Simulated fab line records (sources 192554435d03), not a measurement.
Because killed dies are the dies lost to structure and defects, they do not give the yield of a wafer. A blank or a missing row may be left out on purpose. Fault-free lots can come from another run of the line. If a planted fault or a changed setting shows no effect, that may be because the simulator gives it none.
fab line records    flow n5Finfet
record lots=8  wafers=24  lastDay=19
route steps=1938 shown FIN_SAQP@124 FIN_CUT@165 BEOL_M4@1111 PASSIVATION@1936
lots that met no fault: taken from a fault-free run of the same line
startH: the number of hours between the record's first day and the start of the first shown wafer of the lot    waitH: time in hours since the lot's previous step    " as in the row above    L1.1+2: several wafers, shown together as one row    - no value, or no start given    * or withheld: withheld    < > ~ a bound
route shown NAME@n: NAME is a module with steps in the file, n the number in the route of the first one    usual: mean/standard deviation of fault-free wafers    same: alike in all rows    chamber/n: place in a boat    sites: the reading at each site    _std_site: standard deviation across them    _edge_site: the outer-site mean with the inner-site mean subtracted    radiusMm: how far each site lies from the wafer's centre    mask NAME#n: copy n    behind: the most recent tool/chamber to have shaped the wafer    hold: what put the lot on hold/how long, in hours/how the hold closed    device: names the non-switching transistor (n, p or np)    end of line: the same wafers' tests at the end of the route    a step with no rows: only its recipe    killed: dies lost to structure and defects at the first sort, not the wafer's yield    map: the dies of a wafer, with x for killed, . for not killed, _ for no die there
set.NAME: the setting that was run; set.NAME@STEP: the one run at that earlier step    model.NAME: the simulator's own value behind a step, which no gauge read
route steps across a sampled set of lots; one table per step, one row per wafer
services: a tool's chamber out of use, with start hour (startH, from the record's first day; less than 0 if before it), hours out, and reason
## steps
# step N5_FIN_SAQP_RECESS_75
# recipe chemistry=HF/NH3  target=SiO2  targetDepthA=144  afsCycles=3  tempC=30  sublimationTempC=180  sublimationTimeS=60
# usual drypumpMotorCurrentA=5.5/0.53  tempC=30.00/0.12
lot.wafer  tool          chamber  startH  waitH  drypumpMotorCurrentA  tempC
L337.1     vaporEtch-01  0        22.69   0.0    6.5                   29.94
L337.4     "             1        "       "      5.7                   29.91
L337.6     "             0        "       "      6.5                   29.95
L339.2     vaporEtch-01  1        36.02   0.0    5.7                   30.03
L339.3     "             1        "       "      5.7                   30.03
L339.5     "             1        "       "      5.7                   29.95
L348.2     vaporEtch-02  1        89.03   0.0    5.1                   30.03
L348.4     "             0        "       "      5.2                   29.95
L348.6     "             1        "       "      5.1                   30.06
L350.1     vaporEtch-02  1        100.35  0.0    5.0                   30.07
L350.2     "             0        "       "      5.2                   29.97
L350.5     "             0        "       "      5.2                   30.00
L356.2     vaporEtch-01  1        136.69  0.0    5.7                   30.01
L356.4     "             0        "       "      6.5                   29.75
L356.6     "             1        "       "      5.7                   29.92
L357.4     vaporEtch-02  0        143.21  0.1    5.2                   30.10
L357.5     "             0        "       "      5.2                   30.08
L357.6     "             1        "       "      5.0                   29.84
L358.1     vaporEtch-01  1        149.69  0.0    5.7                   29.80
L358.3     "             1        "       "      5.7                   29.96
L358.6     "             1        "       "      5.7                   30.18
L359.1     vaporEtch-02  1        154.85  0.0    5.0                   30.15
L359.3     "             1        "       "      5.0                   29.97
L359.4     "             0        "       "      5.2                   29.85
# step N5_FIN_SAQP_MANDREL1_REMOVE_56
# recipe chemistry=HBr/Cl2/O2  btTimeS=10  target=a-Si  stopOn=SiNx  endpoint=OES-SiCl  overEtchFrac=1  icpW=600  biasW=22  HBr_flow_sccm=150  Cl2_flow_sccm=80  O2_flow_sccm=5  pressureMtorr=10
# usual chamberPressureMTorr=9.998/0.0096  drypumpMotorCurrentA=5.5/0.45  heBacksideLeakSccm=2.7/0.33  oesProductAu=1.006/0.016  throttleValvePct=36.88/0.3
lot.wafer  tool      chamber  startH  waitH  chamberPressureMTorr  drypumpMotorCurrentA  heBacksideLeakSccm  oesProductAu  rfHoursCounterH  throttleValvePct
L337.1     rieSi-05  0        24.42   0.1    10.003                5.9                   2.3                 1.033         116              36.85
L337.4     "         2        "       "      9.989                 5.8                   3.0                 0.990         113              36.99
L337.6     "         3        "       "      10.015                5.2                   2.6                 1.010         -                36.64
L339.2     rieSi-02  2        37.21   0.1    9.993                 5.8                   2.4                 1.016         40               36.72
L339.3     "         3        "       "      9.999                 5.4                   2.9                 1.010         37               37.19
L339.5     "         1        "       "      9.988                 5.6                   2.4                 0.994         -                36.71
L348.2     rieSi-03  3        90.33   0.1    9.998                 5.2                   3.1                 0.990         179              37.20
L348.4     "         0        "       "      10.000                6.2                   3.5                 0.976         18               37.37
L348.6     "         1        "       "      9.993                 5.1                   2.5                 1.030         -                36.34
L350.1     rieSi-05  0        101.53  0.1    10.000                5.9                   2.3                 1.007         117              36.84
L350.2     "         2        "       "      9.990                 5.8                   3.0                 1.000         114              36.99
L350.5     "         2        "       "      10.001                5.8                   3.1                 0.994         -                36.99
L356.2     rieSi-05  3        138.03  0.1    9.999                 5.2                   2.5                 1.006         102              36.64
L356.4     "         1        "       "      9.992                 4.7                   2.5                 1.011         72               37.08
L356.6     "         3        "       "      9.997                 5.2                   2.6                 1.000         -                36.64
L357.4     rieSi-05  3        144.28  0.1    9.989                 5.2                   2.6                 1.001         102              36.64
L357.5     "         3        "       "      10.008                5.2                   2.6                 0.997         -                36.64
L357.6     "         0        "       "      10.000                6.0                   2.3                 1.011         -                36.83
L358.1     rieSi-05  3        151.13  0.1    10.001                5.2                   2.6                 1.001         102              36.64
L358.3     "         2        "       "      9.990                 5.8                   2.9                 1.011         115              36.99
L358.6     "         0        "       "      10.006                5.9                   2.2                 1.026         -                36.84
L359.1     rieSi-05  2        156.04  0.1    10.004                5.8                   2.9                 0.994         115              37.00
L359.3     "         1        "       "      10.007                4.7                   2.5                 1.000         72               37.08
L359.4     "         0        "       "      10.002                6.0                   2.3                 1.003         118              36.85
# step N5_FIN_SAQP_ETCH_69
# recipe chemistry=N2/H2  target=SOC  targetDepthA=1500  stopOn=SiNx  ionEnergyEv=100  biasW=61  pressureMtorr=30  sourceW=850  n2FlowSccm=200  h2FlowSccm=200
# usual chamberPressureMTorr=29.995/0.029  drypumpMotorCurrentA=5.58/0.28  oesProductAu=0.79/0.078  rfVppV=241.4/1.1  showerheadPlenumPTorr=2.60/0.076  throttleValvePct=17.9/0.34
lot.wafer  tool        chamber  startH  waitH  chamberPressureMTorr  drypumpMotorCurrentA  oesProductAu  rfHoursCounterH  rfVppV  showerheadPlenumPTorr  throttleValvePct
L337.1     rieDiel-01  2        25.31   -      29.969                5.71                  0.71          179              241.7   2.65                   18.3
L337.4     "           3        "       "      30.006                5.51                  0.67          -                239.9   2.51                   18.0
L337.6     "           2        "       "      29.989                5.67                  0.71          -                241.6   2.65                   18.3
L339.2     rieDiel-06  3        38.11   -      30.005                5.14                  0.75          132              241.9   2.67                   18.3
L339.3     "           0        "       "      30.008                5.92                  0.90          24               240.5   2.48                   17.4
L339.5     "           0        "       "      29.995                5.93                  0.90          -                241.5   2.48                   17.4
L348.2     rieDiel-03  2        91.29   -      29.948                6.26                  0.72          171              240.6   2.52                   17.7
L348.4     "           1        "       "      29.977                5.77                  0.80          85               240.9   2.56                   17.5
L348.6     "           2        "       "      29.990                6.33                  0.73          -                242.6   2.52                   17.7
L350.1     rieDiel-06  2        102.44  -      29.976                5.53                  0.84          60               240.7   2.58                   17.8
L350.2     "           1        "       "      29.985                5.65                  0.73          201              240.4   2.61                   18.1
L350.5     "           1        "       "      29.974                5.66                  0.72          -                242.9   2.61                   18.1
L356.2     rieDiel-06  1        139.04  -      30.017                5.62                  0.72          214              241.0   2.61                   18.2
L356.4     "           2        "       "      30.005                5.51                  0.83          70               240.7   2.58                   17.8
L356.6     "           0        "       "      30.004                5.90                  0.83          -                239.3   2.47                   17.5
L357.4     rieDiel-06  3        145.20  -      29.957                5.13                  0.71          -                241.9   2.65                   18.4
L357.5     "           0        "       "      29.996                5.93                  0.84          -                240.5   2.47                   17.5
L357.6     "           1        "       "      29.943                5.65                  0.72          -                242.0   2.61                   18.2
L358.1     rieDiel-01  2        151.96  -      30.046                5.66                  0.68          222              240.8   2.63                   18.3
L358.3     "           1        "       "      30.007                5.48                  0.75          166              242.6   2.65                   18.0
L358.6     "           3        "       "      29.986                5.52                  0.88          -                239.5   2.50                   17.5
L359.1     rieDiel-06  1        156.93  -      30.012                5.67                  0.71          221              241.7   2.60                   18.2
L359.3     "           3        "       "      29.973                5.14                  0.71          173              240.9   2.65                   18.4
L359.4     "           0        "       "      29.963                5.93                  0.83          -                239.3   2.46                   17.5
# step N5_FIN_SAQP_ETCH_64
# recipe chemistry=CF4  target=SiO2  targetDepthA=15  ionEnergyEv=350  pressureMtorr=10  icpW=800  biasW=400  cf4FlowSccm=80
# usual chamberPressureMTorr=10.001/0.0097  drypumpMotorCurrentA=5.5/0.44  heBacksideLeakSccm=2.7/0.32  oesProductAu=1.009/0.018  throttleValvePct=21.92/0.14
lot.wafer  tool      chamber  startH  waitH  chamberPressureMTorr  drypumpMotorCurrentA  heBacksideLeakSccm  oesProductAu  rfHoursCounterH  throttleValvePct
L337.1     rieSi-05  1        28.35   0.0    10.000                4.7                   2.5                 0.997         70               21.99
L337.4     "         0        "       "      10.010                5.9                   2.3                 1.013         116              21.85
L337.6     "         2        "       "      9.994                 5.8                   3.2                 0.988         -                22.13
L339.2     rieSi-03  2        39.30   0.0    10.015                5.8                   2.9                 0.999         8                21.85
L339.3     "         1        "       "      10.000                5.1                   2.6                 1.016         1                21.88
L339.5     "         2        "       "      10.003                5.8                   2.7                 0.997         -                21.87
L348.2     rieSi-03  3        92.44   0.0    9.988                 5.2                   3.0                 0.988         179              21.83
L348.4     "         0        "       "      10.005                6.1                   3.2                 0.988         18               22.10
L348.6     "         2        "       "      10.013                5.8                   2.9                 1.001         -                21.86
L350.1     rieSi-03  3        103.77  0.0    9.973                 5.2                   3.0                 0.991         180              21.83
L350.2     "         2        "       "      10.019                5.8                   2.7                 0.998         9                21.85
L350.5     "         0        "       "      10.016                6.2                   3.1                 0.987         -                22.14
L356.2     rieSi-02  2        140.19  0.1    10.001                5.8                   2.5                 1.034         42               21.87
L356.4     "         1        "       "      9.982                 5.6                   2.7                 1.004         75               22.05
L356.6     "         0        "       "      10.022                4.8                   2.3                 1.026         -                21.69
L357.4     rieSi-02  0        147.20  0.0    10.016                4.8                   2.4                 1.027         66               21.68
L357.5     "         2        "       "      9.999                 5.8                   2.5                 1.049         -                21.88
L357.6     "         3        "       "      10.004                5.4                   2.8                 1.023         -                22.05
L358.1     rieSi-05  0        153.10  0.0    9.992                 5.9                   2.4                 1.021         118              21.85
L358.3     "         1        "       "      9.987                 4.7                   2.4                 0.992         72               21.99
L358.6     "         0        "       "      10.002                6.0                   2.4                 1.025         -                21.86
L359.1     rieSi-05  2        158.68  0.0    9.999                 5.8                   3.1                 0.997         115              22.13
L359.3     "         3        "       "      10.007                5.2                   2.7                 1.015         102              21.72
L359.4     "         0        "       "      10.007                5.9                   2.3                 1.027         118              21.86
# step N5_FIN_SAQP_INSPECT_40
# recipe inspectInstrument=brightfield  mode=aei
# usual rawDefectCount=247/66
lot.wafer  tool              chamber  startH  waitH  rawDefectCount
L337.1     defectInspect-01  -        28.62   0.0    292
L337.4     "                 -        "       "      335
L337.6     "                 -        "       "      425
L339.2     defectInspect-02  -        39.57   0.0    213
L339.3     "                 -        "       "      145
L339.5     "                 -        "       "      249
L348.2     defectInspect-01  -        92.71   0.0    198
L348.4     "                 -        "       "      188
L348.6     "                 -        "       "      257
L350.1     defectInspect-01  -        104.04  0.0    288
L350.2     "                 -        "       "      281
L350.5     "                 -        "       "      1108
L356.2     defectInspect-02  -        140.46  0.0    187
L356.4     "                 -        "       "      224
L356.6     "                 -        "       "      230
L357.4     defectInspect-02  -        147.47  0.0    187
L357.5     "                 -        "       "      128
L357.6     "                 -        "       "      174
L358.1     defectInspect-02  -        153.39  0.0    234
L358.3     "                 -        "       "      221
L358.6     "                 -        "       "      186
L359.1     defectInspect-01  -        158.95  0.0    297
L359.3     "                 -        "       "      137
L359.4     "                 -        "       "      210
# step N5_FIN_CUT_INSPECT_10
# recipe mode=adi  inspectInstrument=brightfield
# usual rawDefectCount=44/13
lot.wafer  tool              chamber  startH  waitH  rawDefectCount
L337.1     defectInspect-01  -        29.14   0.1    61
L337.4     "                 -        "       "      79
L337.6     "                 -        "       "      74
L339.2     defectInspect-01  -        40.09   0.0    33
L339.3     "                 -        "       "      38
L339.5     "                 -        "       "      47
L348.2     defectInspect-01  -        93.10   0.0    51
L348.4     "                 -        "       "      36
L348.6     "                 -        "       "      47
L350.1     defectInspect-01  -        104.43  0.1    41
L350.2     "                 -        "       "      55
L350.5     "                 -        "       "      892
L356.2     defectInspect-01  -        140.98  0.0    42
L356.4     "                 -        "       "      45
L356.6     "                 -        "       "      43
L357.4     defectInspect-02  -        147.99  0.0    36
L357.5     "                 -        "       "      23
L357.6     "                 -        "       "      40
L358.1     defectInspect-01  -        153.78  0.1    44
L358.3     "                 -        "       "      46
L358.6     "                 -        "       "      38
L359.1     defectInspect-01  -        159.34  0.1    47
L359.3     "                 -        "       "      21
L359.4     "                 -        "       "      40
# step N5_BEOL_M4_RC_MEAS_101
# usual DIBL_N=36.1/1.6  DIBL_P=35.7/1.8  IOFF_N=0.159/0.027  IOFF_P=0.21/0.03  ION_N=673/10  ION_P=462/7.4  SS_N=71.4/0.56  SS_P=73.2/0.61  VT_N=249.7/3  VT_P=-250/3.1
lot.wafer  tool       chamber  startH  waitH  DIBL_N[mV/V]  DIBL_P[mV/V]  IOFF_N[nA/um]  IOFF_P[nA/um]  ION_N[uA/um]  ION_P[uA/um]  SS_N[mV/dec]  SS_P[mV/dec]  VT_N[mV]  VT_P[mV]
L337.1     prober-01  0        166.24  0.0    33.2          33.2          0.118          0.19           664           460           70.7          72.6          253.6     -248
L337.4     "          0        "       "      34.0          35.0          0.134          0.22           661           466           71.5          73.1          251.4     -249
L337.6     "          0        "       "      32.9          32.9          0.122          0.19           661           459           71.3          72.2          250.9     -250
L348.2     prober-02  0        233.49  0.2    35.6          36.0          0.159          0.20           684           463           71.0          73.1          247.0     -251
L348.4     "          0        "       "      35.1          35.4          0.149          0.19           673           459           71.8          72.8          249.9     -251
L348.6     "          0        "       "      37.0          37.4          0.190          0.23           678           464           71.6          73.9          246.2     -249
L350.1     prober-02  0        244.78  0.0    36.8          38.0          0.164          0.26           664           462           71.3          73.9          248.3     -246
L350.2     "          0        "       "      35.7          36.2          0.139          0.22           675           471           71.6          72.9          252.3     -250
L350.5     "          0        "       "      36.5          37.4          0.158          0.25           678           469           70.7          74.2          249.6     -245
L356.2     prober-02  0        282.93  0.2    37.5          34.8          0.156          0.19           660           450           71.6          73.1          251.8     -251
L356.4     "          0        "       "      34.7          31.6          0.118          0.15           643           447           71.4          72.4          254.1     -255
L356.6     "          0        "       "      36.6          34.2          0.154          0.19           677           460           70.9          73.1          250.6     -256
L357.4     prober-01  0        305.14  0.5    34.9          34.5          0.122          0.17           666           455           71.1          73.3          253.6     -252
L357.5     "          0        "       "      35.7          36.9          0.148          0.21           683           467           70.8          73.6          250.6     -250
L357.6     "          0        "       "      36.4          37.7          0.163          0.21           683           465           71.6          73.8          250.1     -251
L339.2     prober-02  0        307.72  0.2    35.2          36.1          0.172          0.23           691           479           71.9          73.7          247.3     -247
L339.3     "          0        "       "      34.6          35.4          0.143          0.23           664           471           71.3          73.3          251.2     -246
L339.5     "          0        "       "      35.8          36.3          0.170          0.24           680           468           71.6          74.1          250.4     -246
L358.1     prober-01  0        309.25  0.0    37.1          36.8          0.195          0.23           678           461           71.9          72.9          247.2     -250
L358.3     "          0        "       "      35.3          34.9          0.147          0.19           672           457           71.5          72.3          251.9     -253
L358.6     "          0        "       "      36.2          36.0          0.178          0.22           677           463           72.2          72.4          249.4     -250
L359.1     prober-01  0        341.71  0.0    35.2          34.8          0.156          0.22           662           460           71.1          73.1          247.2     -244
L359.3     "          0        "       "      34.7          33.7          0.139          0.20           670           468           70.9          72.1          251.6     -245
L359.4     "          0        "       "      36.7          36.9          0.201          0.26           694           482           71.0          73.1          243.3     -242
# step N5_PASSIVATION_PROBE_49
# usual defectLimitedYield=91.0/1.3  killed_at_M0_to_M3=33/10  killed_at_M4_up=14/5.6  killedAtContacts=12/5.8  killedAtFrontEnd=43/11  killedAtOther=4.1/2.8  killedDies=106/15  killedOnRim=14/3.9  killedOpen=70/12  killedShort=34/7.5  sort_bin_5_function=5.3/0.88  sort_bin_6_memory=3.3/0.64  sortNPass=1074/15  sortYieldPct=91.0/1.3
# same grossDies=1180  killedAtBackSide=0  sort_bin_4_leakage[%]=0  sort_bin_8_speed[%]=0
lot.wafer  tool       chamber  startH  waitH  defectLimitedYield[%]  killed_at_M0_to_M3  killed_at_M4_up  killedAtContacts  killedAtFrontEnd  killedAtOther  killedDies  killedOnRim  killedOpen  killedShort  sort_bin_5_function[%]  sort_bin_6_memory[%]  sortNPass  sortYieldPct[%]
L337.1     prober-01  -        272.17  0.0    93.1                   15                  11               18                30                8              82          10           50          27           4.0                     2.6                   1098       93.1
L337.4     prober-01  -        272.32  0.2    91.4                   30                  21               10                34                6              101         15           68          29           5.1                     3.4                   1079       91.4
L337.6     prober-01  -        272.42  0.3    90.5                   31                  14               28                32                7              112         17           74          36           5.7                     3.2                   1068       90.5
L348.2     prober-01  -        347.35  0.1    90.3                   41                  16               12                41                4              114         14           65          47           6.5                     2.7                   1066       90.3
L348.4     prober-01  -        347.45  0.2    92.7                   31                  12               7                 34                2              86          13           57          28           4.9                     2.2                   1094       92.7
L348.6     prober-01  -        347.55  0.3    92.0                   34                  12               14                28                6              94          17           54          38           4.2                     3.5                   1086       92.0
L350.1     prober-02  -        357.25  0.0    92.3                   31                  18               4                 36                2              91          18           59          26           4.5                     3.1                   1089       92.3
L350.2     prober-02  -        357.30  0.1    90.7                   43                  18               5                 41                3              110         21           73          34           5.3                     3.8                   1070       90.7
L350.5     prober-02  -        357.45  0.2    86.6                   33                  15               6                 99                5              158         29           53          36           8.8                     2.2                   1022       86.6
L356.2     prober-02  -        380.21  0.1    91.9                   40                  6                13                34                2              95          10           61          30           4.9                     2.5                   1085       91.9
L356.4     prober-02  -        380.31  0.2    93.3                   21                  8                19                26                5              79          6            60          19           3.2                     3.3                   1101       93.3
L356.6     prober-02  -        380.41  0.3    92.2                   33                  6                22                31                0              92          12           59          30           4.7                     2.6                   1088       92.2
# killed by level:class
L337.1 MOL_CONTACT_COAG:geometricParticle:open=14 BEOL_M2:geometricParticle:open=7 STI_FIN_REVEAL:geometricParticle:open=6 MIM_TOP:geometricParticle:short=5 FIN_SAQP:geometricParticle:open=4 STARTING-WAFER:geometricParticle:short=4 FIN_SAQP:geometricParticle:short=3 GATE_CUT:geometricParticle:open=3
L337.4 BEOL_M4:geometricParticle:open=13 MOL_CONTACT_COAG:geometricParticle:open=9 FIN_SAQP:geometricParticle:open=7 BEOL_M1:geometricParticle:open=7 BEOL_M2:geometricParticle:open=6 BEOL_M0_SAQP:geometricParticle:short=5 FIN_SAQP:geometricParticle:short=4 GATE_CUT:geometricParticle:short=4
L337.6 MOL_CONTACT_COAG:geometricParticle:open=23 FIN_SAQP:geometricParticle:short=8 BEOL_M1:geometricParticle:open=8 BEOL_M3:geometricParticle:open=8 BEOL_M4:geometricParticle:open=7 BEOL_M0_SAQP:geometricParticle:short=6 BEOL_M0_SAQP:geometricParticle:open=5 FIN_SAQP:geometricParticle:open=4
L348.2 BEOL_M0_SAQP:geometricParticle:open=13 BEOL_M0_SAQP:geometricParticle:short=12 STI_FIN_REVEAL:geometricParticle:open=11 MOL_CONTACT_COAG:geometricParticle:open=9 FIN_SAQP:geometricParticle:short=8 BEOL_M4:geometricParticle:open=5 BEOL_M1:geometricParticle:open=4 GATE_CUT:geometricParticle:short=4
L348.4 BEOL_M0_SAQP:geometricParticle:short=10 STI_FIN_REVEAL:geometricParticle:open=9 FIN_SAQP:geometricParticle:open=6 MOL_CONTACT_COAG:geometricParticle:open=6 BEOL_M3:geometricParticle:open=6 BEOL_M0_SAQP:geometricParticle:open=5 FIN_SAQP:geometricParticle:short=4 BEOL_M2:geometricParticle:open=4
L348.6 BEOL_M0_SAQP:geometricParticle:short=11 MOL_CONTACT_COAG:geometricParticle:open=9 BEOL_M0_SAQP:geometricParticle:open=7 BEOL_M4:geometricParticle:open=6 STARTING-WAFER:geometricParticle:short=6 STI_FIN_REVEAL:geometricParticle:open=5 FIN_SAQP:geometricParticle:open=4 MOL_CONTACT_COAG:geometricParticle:short=4
L350.1 BEOL_M4:geometricParticle:open=11 STI_FIN_REVEAL:geometricParticle:open=8 BEOL_M0_SAQP:geometricParticle:short=8 BEOL_M0_SAQP:geometricParticle:open=6 BEOL_M2:geometricParticle:open=5 FIN_SAQP:geometricParticle:short=4 MOL_CONTACT_COAG:geometricParticle:open=4 BEOL_M3:geometricParticle:open=4
L350.2 BEOL_M4:geometricParticle:open=12 BEOL_M3:geometricParticle:open=11 STI_FIN_REVEAL:geometricParticle:open=10 FIN_SAQP:geometricParticle:short=9 BEOL_M0_SAQP:geometricParticle:short=7 BEOL_M0_SAQP:geometricParticle:open=7 BEOL_M1:geometricParticle:open=7 MOL_CONTACT_COAG:geometricParticle:open=5
L350.5 FIN_SAQP:unspecified=69 BEOL_M0_SAQP:geometricParticle:short=11 BEOL_M4:geometricParticle:open=11 BEOL_M0_SAQP:geometricParticle:open=9 STI_FIN_REVEAL:geometricParticle:open=8 STI_FIN_REVEAL:geometricParticle:short=4 MOL_CONTACT_COAG:geometricParticle:open=4 BEOL_M2:geometricParticle:open=4
L356.2 MOL_CONTACT_COAG:geometricParticle:open=12 STI_FIN_REVEAL:geometricParticle:open=11 BEOL_M0_SAQP:geometricParticle:short=10 FIN_SAQP:geometricParticle:short=9 BEOL_M0_SAQP:geometricParticle:open=8 BEOL_M1:geometricParticle:open=8 BEOL_M3:geometricParticle:open=7 GATE_CUT:geometricParticle:short=3
L356.4 MOL_CONTACT_COAG:geometricParticle:open=16 BEOL_M3:geometricParticle:open=7 BEOL_M0_SAQP:geometricParticle:open=5 FIN_SAQP:geometricParticle:open=4 STI_FIN_REVEAL:geometricParticle:open=4 DUMMY_GATE:geometricParticle:open=4 BEOL_M1:geometricParticle:open=4 DUMMY_GATE:geometricParticle:short=3
L356.6 MOL_CONTACT_COAG:geometricParticle:open=18 BEOL_M0_SAQP:geometricParticle:open=10 BEOL_M0_SAQP:geometricParticle:short=6 STI_FIN_REVEAL:geometricParticle:open=5 MOL_CONTACT_COAG:geometricParticle:short=4 BEOL_M1:geometricParticle:open=4 BEOL_M3:geometricParticle:open=4 BEOL_M4:geometricParticle:open=4
## services
tool          chamber  startH  hours  kind
rieDiel-06    -        10.35   1.0    repair
rieDiel-01    1        18.87   14.0   repair
vaporEtch-02  1        23.28   9.1    repair
rieDiel-03    -        32.33   1.6    repair
rieDiel-01    3        33.81   -      clean
rieDiel-01    3        33.81   -      consumableReplace:focusRing
rieDiel-01    3        33.81   18.1   scheduledDown
rieDiel-01    3        33.81   18.1   ventCycle
rieSi-05      3        35.56   8.3    repair
rieSi-03      3        58.52   6.6    repair
rieSi-02      3        67.78   4.5    repair
rieDiel-01    2        87.98   4.9    repair
rieSi-02      1        100.25  3.1    repair
rieDiel-01    3        105.08  9.1    repair
rieDiel-01    0        113.19  5.2    repair
rieDiel-06    2        113.32  8.0    repair
rieDiel-06    2        144.85  12.2   repair
## key
firstSign step=N5_FIN_SAQP_INSPECT_40  reading=rawDefectCount  direction=up  sigmas=13  usual=247  struck=1108
effect step=N5_FIN_CUT_INSPECT_10  reading=rawDefectCount  direction=up  sigmas=66  usual=44  struck=892
effect step=N5_PASSIVATION_PROBE_49  reading=killedAtFrontEnd  direction=up  sigmas=5.2  usual=43  struck=99
moreKillsBornAt N5_FIN_SAQP_ETCH_64@rieSi-03=69
metAt N5_FIN_SAQP_ETCH_64
struckLots L350
struckWafers L350.5
notActingAt N5_FIN_SAQP_RECESS_75,N5_FIN_SAQP_MANDREL1_REMOVE_56,N5_FIN_SAQP_ETCH_69
onsetBetween 92.44 103.77
fault kind=chamberParticleSource  tool=rieSi-03  chamber=0  onsetH=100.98  steps=N5_FIN_SAQP_ETCH_64  ratePerVisitCm2=1.3431  endH=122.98
